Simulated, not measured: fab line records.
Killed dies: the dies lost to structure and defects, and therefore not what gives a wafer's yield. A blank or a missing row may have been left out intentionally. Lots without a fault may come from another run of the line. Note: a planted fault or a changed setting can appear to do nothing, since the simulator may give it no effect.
A struck lot beside a sound one || flow n5_finfet || 36 out of 1938 route steps
Sound: the wafers L837.1, L837.2, L837.3. Struck: wafer L831.1; the same lot's L831.4 was not struck, so it is left out; see the end for the cause.
Per side, at each step with rows, come the tool, then ch with its chambers, and then its first start. Under that, the readings that differ: sound wafers || struck wafers || difference of the means || sigmas: that difference in standard deviations of wafers without a fault.
alike: same words and numbers on both sides, and readings whose means sit less than 2 such deviations apart. not compared: any withheld reading, any reading some wafer has no value for, any bound like >300 that may hide the same value, and any number with overlapping values for which the record gives no deviation.
Wherever a step has rows on one side only, a row that says differs or no value, or a row with sigmas, the two part there. When numbers do not overlap yet have no deviation, they are printed without sigmas and do not part them. A reading that every wafer of one side lacks parts them only if that side has two wafers or more.

first, 8 steps without rows for these wafers: N5_BEOL_M7_SPUTTER_48 (material Cu, target thk 10 nm, time 1.667 s); N5_BEOL_M7_ECD_50 (material Cu, target thk 300 nm); N5_BEOL_M7_ANNEAL_51 (time 90 s); N5_BEOL_M7_CMP_52 (polishes, stops on SiCOH lowk, t overpolish 6.9 s, target thk 80 nm); N5_BEOL_M7_PRE_CLEAN_55 (time 15 s); N5_BEOL_M7_DEP_56 (deposits SiCN from 3MS/NH3, target thk 10 nm, time 17.5 s); N5_BEOL_M8_ILD_DEP_00 (deposits SiCOH lowk from DEMS/porogen, target thk 179.75 nm, time 33.4 s); N5_BEOL_M8_CURE_74 (cures SiCOH lowk, time 240 s).
N5_BEOL_M8_PECVD_70: deposits SiO2 from TEOS/O2, target thk 20 nm, time 22.7 s.
  sound on pecvd-01 ch 0,1,2, day 14 02:30; struck on pecvd-02 ch 2, day 12 14:20
{"reading": "showerhead_plenum_p_Torr (Torr)", "sound": "8.81 8.81 8.71", "struck": 8.68, "difference": -0.10, "sigmas": -2}
{"reading": "model.SiO2_of_BEOL_M8_PECVD_70.thk_nm (nm)", "sound": "19.6 19.8 19.6", "struck": 19, "difference": -1, "sigmas": ""}
  alike: heater_power_w, throttle_valve_pct
then, 25 steps without rows for these wafers: N5_BEOL_M8_HM_DEP_02 (deposits TiN, target thk 20 nm); N5_BEOL_M8_COAT_59 (time 60 s, resist thk 100 nm); N5_BEOL_M8_COAT_60 (time 60 s, resist thk 35 nm); N5_BEOL_M8_COAT_05 (resist thk 90 nm); N5_BEOL_M8_EBR_07; N5_BEOL_M8_SOFTBAKE_06 (time 60 s); N5_BEOL_M8_EXPOSE_08 (exposes mask M8); N5_BEOL_M8_PEB_09 (peb time 60 s); N5_BEOL_M8_DEVELOP_10 (develop time 30 s); N5_BEOL_M8_DESCUM_16 (chemistry O2, time 7.9 s); N5_BEOL_M8_ETCH_61 (etches SiARC in CF4, target depth 45.5 nm, time 75.8 s); N5_BEOL_M8_ETCH_62 (etches SOC in N2/H2, target depth 110 nm, overetch 22 nm, time 165 s); N5_BEOL_M8_STRIP_68 (strips in N2/H2); N5_BEOL_M8_STRIP_67 (strips in CF4); N5_BEOL_M8_HM_OPEN_17 (chemistry Cl2/BCl3, target TiN, target depth 20 nm, overetch 6 nm); N5_BEOL_M8_STRIP_19 (strips in O2); N5_BEOL_M8_COAT_63 (time 60 s, resist thk 60 nm); N5_BEOL_M8_COAT_64 (time 60 s, resist thk 12 nm); N5_BEOL_M8_COAT_71 (time 60 s, resist thk 5 nm); N5_BEOL_M8_COAT_22 (resist thk 30 nm); N5_BEOL_M8_EBR_24; N5_BEOL_M8_SOFTBAKE_23 (time 60 s); N5_BEOL_M8_EXPOSE_25 (exposes mask V7, target cd 40 nm); N5_BEOL_M8_PEB_26 (peb time 60 s); N5_BEOL_M8_DEVELOP_27 (develop time 30 s).
N5_BEOL_M8_HM_STRIP_39: strips TiN in peroxide tin strip, target depth 25 nm, time 158 s.
  sound on wet_bench-03 ch 3,5,6, day 14 07:27; struck on wet_bench-06 ch 1, day 12 18:25
{"reading": "model.SiO2_of_BEOL_M8_PECVD_70.thk_nm (nm)", "sound": "19.6 19.6 19.4", "struck": 18.8, "difference": -0.7, "sigmas": ""}
N5_PASSIVATION_PROBE_49:
  sound wafers here have rows in the record (prober-01, day 16 22:32); struck ones have none

## WHERE THEY PART
Earliest at N5_BEOL_M8_PECVD_70; latest, in this record, at N5_PASSIVATION_PROBE_49.

WHY: what the simulator had put in
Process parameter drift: pecvd-02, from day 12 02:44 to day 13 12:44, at N5_BEOL_M8_PECVD_70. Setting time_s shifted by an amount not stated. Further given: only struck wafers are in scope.
